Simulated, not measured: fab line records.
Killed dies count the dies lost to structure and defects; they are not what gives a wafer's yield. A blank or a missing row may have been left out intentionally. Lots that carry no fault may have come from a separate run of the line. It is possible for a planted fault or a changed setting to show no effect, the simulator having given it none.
Chamber matching	flow nand harc	NHARC_A_SGD_CUT_CMP_21 on cmp-03 has 4 sister chambers
The step polishes, target thk 148.19 nm. 8 wafers are shown with their chamber, then 9 later ones without.

== WAFERS WITH THEIR CHAMBER ==
wafer	chamber	motor current A (A)	time to endpoint s (s)
L210.4	0	12.4	51
L212.5	1	12.3	51
L213.2	2	10.1	47
L213.3	3	10.5	43
L213.5	0	12.1	44
L216.2	3	10.4	50
L216.3	1	12.5	52
L216.6	2	10.1	54

== WAFERS WHOSE CHAMBER IS MISSING ==
wafer	motor current A (A)	time to endpoint s (s)
L222.3	10.5	45
L222.5	12.4	45
L222.6	12.5	46
L224.2	12.2	51
L224.4	12.1	51
L224.6	13.1	53
L226.1	12.0	49
L226.2	10.5	49
L226.5	12.1	52

== WHICH CHAMBER EACH WENT THROUGH ==
wafer	from the rows above	in truth
L222.3	3	3
L222.5	can't be placed: 0 or 1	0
L222.6	can't be placed: 1 or 0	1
L224.2	can't be placed: 0 or 1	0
L224.4	can't be placed: 0 or 1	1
L224.6	can't be placed: 1 or 0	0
L226.1	can't be placed: 0 or 1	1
L226.2	3	3
L226.5	can't be placed: 0 or 1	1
2 of 9 placed correctly. Not placeable from these rows: 7 (in 7, the candidates include the true chamber). Placed wrongly: 0.
How it was worked out, from the rows above alone: a wafer's distance from a chamber is the root of the sum, over the readings, of the square of ((its reading less the chamber's mean) divided by the reading's scatter). If the next closest chamber is less than 2 further off than the closest, the wafer can't be placed; otherwise it belongs to the closest. A chamber's mean is the mean of its shown wafers. How the scatter is found: for the shown wafers, subtract from each reading the mean of its chamber, square and add these, divide the total by (wafers less chambers), then take the root.
